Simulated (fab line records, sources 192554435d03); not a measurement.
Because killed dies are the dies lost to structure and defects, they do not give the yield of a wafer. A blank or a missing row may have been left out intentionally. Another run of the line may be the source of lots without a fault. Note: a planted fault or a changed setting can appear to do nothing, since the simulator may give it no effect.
Struck lot and sound lot, side by side :: flow n5-finfet :: 40 steps out of a route of 1938
Sound: the wafers L944.1, L944.2, L944.3. The struck wafers were L956.2, L956.5. The cause is named last.
Order at every step that has rows: each side's tool, ch and its chambers, its first start. Under that, the readings that differ: sound wafers :: struck wafers :: difference of the means :: sigmas: that difference in standard deviations of wafers without a fault.
alike: a reading whose means differ by less than 2 such deviations, as well as words and numbers matching on both sides. not compared: withheld readings; readings where some wafer has no value; bounds like >300 that might hide an equal value; numbers whose values overlap and for which the record gives no deviation.
The two part at a step that has a row with sigmas, a row that says differs or no value, or rows on one side only. Non-overlapping numbers with no deviation appear without sigmas and do not part them. Lack of a reading on every wafer of one side parts them only where that side has two or more wafers.

first, 9 steps without rows for these wafers: N5_BEOL_M4_ANNEAL_95 (time 240 s); N5_BEOL_M4_SPUTTER_96 (material Cu, target thk 4.5 nm, time 8.29 s); N5_BEOL_M4_ECD_50 (material Cu, target thk 300 nm); N5_BEOL_M4_ANNEAL_51 (time 90 s); N5_BEOL_M4_CMP_52 (polishes, stops on SiOC, t overpolish 6.8 s, target thk 40 nm); N5_BEOL_M4_PRE_CLEAN_60 (time 15 s); N5_BEOL_M4_CO_CAP_55 (material Co, precursor CCTBA/H2, target thk 2 nm, time 102.1 s); N5_BEOL_M4_PRE_CLEAN_56 (time 15 s); N5_BEOL_M4_DEP_57 (deposits SiCN from 3MS/NH3, target thk 8 nm, time 14 s).
N5_BEOL_M4_RC_MEAS_101:
  sound on prober-01 ch 0, day 7 14:26; struck on prober-01 ch 0, day 11 05:38
reading: DIBL_P (mV/V)
sound: 38.6 37.6 37.0
struck: 35.0 31.4
difference: -4.5
sigmas: -2

reading: SS_N (mV/dec)
sound: 71.5 71.9 71.6
struck: 71.6 69.2
difference: -1.3
sigmas: -2
  alike: DIBL_N, IOFF_N, IOFF_P, ION_N, ION_P, SS_P, VT_N, VT_P
then, 24 steps without rows for these wafers: N5_BEOL_M5_ILD_DEP_00 (deposits SiCOH lowk from DEMS/porogen, target thk 140.64 nm, time 25.9 s); N5_BEOL_M5_CURE_79 (cures SiCOH lowk, time 240 s); N5_BEOL_M5_PECVD_70 (deposits SiO2 from TEOS/O2, target thk 16 nm, time 18 s); N5_BEOL_M5_HM_DEP_02 (deposits TiN, target thk 20 nm); N5_BEOL_M5_COAT_59 (time 60 s, resist thk 60 nm); N5_BEOL_M5_COAT_60 (time 60 s, resist thk 12 nm); N5_BEOL_M5_COAT_71 (time 60 s, resist thk 5 nm); N5_BEOL_M5_COAT_05 (resist thk 30 nm); N5_BEOL_M5_EBR_07; N5_BEOL_M5_SOFTBAKE_06 (time 60 s); N5_BEOL_M5_EXPOSE_08 (exposes mask M5, target cd 28 nm); N5_BEOL_M5_PEB_09 (peb time 60 s); N5_BEOL_M5_DEVELOP_10 (develop time 30 s); N5_BEOL_M5_DESCUM_16 (chemistry O2, time 7 s); N5_BEOL_M5_ETCH_72 (etches underlayer in N2/H2, target depth 6.5 nm, time 5.2 s); N5_BEOL_M5_ETCH_61 (etches SiARC in CF4, target depth 15.6 nm, time 26 s); N5_BEOL_M5_ETCH_62 (etches SOC in N2/H2, target depth 75 nm, overetch 15 nm, time 112.5 s); N5_BEOL_M5_STRIP_63 (strips in N2/H2); N5_BEOL_M5_STRIP_73 (strips in N2/H2); N5_BEOL_M5_STRIP_64 (strips in CF4); N5_BEOL_M5_HM_OPEN_17 (chemistry Cl2/BCl3, target TiN, target depth 20 nm, overetch 6 nm); N5_BEOL_M5_STRIP_19 (strips in O2); N5_BEOL_M5_COAT_65 (time 60 s, resist thk 60 nm); N5_BEOL_M5_COAT_66 (time 60 s, resist thk 12 nm).
N5_BEOL_M9_TRENCH_ETCH_37: etches SiCOH lowk in C4F6/O2, target depth 151.43 nm, time 49 s.
  sound on rie-diel-03 ch 1,2,3, day 9 01:43; struck on rie-diel-03 ch 0,2, day 13 05:35
reading: model.BEOL_M9.feature-depth-nm (nm)
sound: 158 154.4 152.2
struck: 73.6 75.6
difference: -80.3
sigmas: 

reading: model.etch.depth-nm (nm)
sound: 158 154.3 152.3
struck: 73.51 75.69
difference: -80.27
sigmas: 

reading: model.TiN_of_BEOL_M9_HM_DEP_02.thk-nm (nm)
sound: 15.4 15.8 15.6
struck: 18 17.8
difference: +2
sigmas: 
  alike: drypump-motor-current-A, oes-product-au, rf-vpp-V, showerhead-plenum-p-Torr, throttle-valve-pct
  not compared: rf-hours-counter-h
N5_BEOL_M9_OCD_MEAS_38:
  struck on ocd-02, day 13 05:46; sound on ocd-01, day 9 01:53
reading: trench-depth-nm (nm)
sound: 158 154 152
struck: 73 76
difference: -80
sigmas: -24
N5_BEOL_M9_CMP_52: polishes, stops on SiCOH lowk, t overpolish 7 s, target thk 140 nm.
  sound on cmp-03 ch 0,2,3, day 9 04:02; struck on cmp-01 ch 0,1, day 13 07:39
reading: model.Cu_of_BEOL_M9_ECD_50.thk-nm (nm)
sound: 149 144 141.4
struck: 62.8 63.8
difference: -81.5
sigmas: 
  alike: clearing-platen-rpm, edge-zone-pressure-frac, motor-current-A
N5_BEOL_M9_THK_MEAS_53: measures by xrf.
  struck on film-metro-01, day 13 07:50; sound on film-metro-01, day 9 04:20
reading: M9_THK (nm)
sound: 144 139 137
struck: 61 62
difference: -78
sigmas: -24
N5_BEOL_M9_RS_MEAS_57: the measuring method here is four-point-probe.
  struck on film-metro-02, day 13 07:58; sound on film-metro-01, day 9 04:28
reading: M9_RS (ohm/sq)
sound: 0.141 0.146 0.149
struck: 0.380 0.374
difference: +0.232
sigmas: +58
-- here the record skips 2 days between the struck wafers' starts before and after, leaving off in module BEOL_M9 and picking up in module PASSIVATION (first step shown: number 1936 of the route) --
N5_PASSIVATION_PROBE_49:
  struck on prober-01, day 15 10:52; sound on prober-02, day 11 08:49
reading: defect-limited-yield (%)
sound: 89.4 93.1 90.2
struck: 0 20.3
difference: -81
sigmas: -50

reading: killed_at_M4_up
sound: 22 10 16
struck: 1105 862
difference: +968
sigmas: +99 or more

reading: killed-dies
sound: 125 82 116
struck: 1180 940
difference: +952
sigmas: +50

reading: killed-on-rim
sound: 15 13 14
struck: 152 114
difference: +119
sigmas: +30

reading: sort_bin_5_function (%)
sound: 6.2 3.6 4.7
struck: 97.2 66.2
difference: +76.9
sigmas: +77

reading: sort-n-pass
sound: 1055 1098 1064
struck: 0 240
difference: -952
sigmas: -50
  alike: killed_at_M0_to_M3, killed-at-contacts, killed-at-front-end, killed-at-other, killed-open, killed-short, sort_bin_6_memory
  not compared: sort_bin_8_speed

## WHERE THEY PART
Earliest at N5_BEOL_M4_RC_MEAS_101; latest, in this record, at N5_PASSIVATION_PROBE_49.

WHY: whatever the simulator had introduced
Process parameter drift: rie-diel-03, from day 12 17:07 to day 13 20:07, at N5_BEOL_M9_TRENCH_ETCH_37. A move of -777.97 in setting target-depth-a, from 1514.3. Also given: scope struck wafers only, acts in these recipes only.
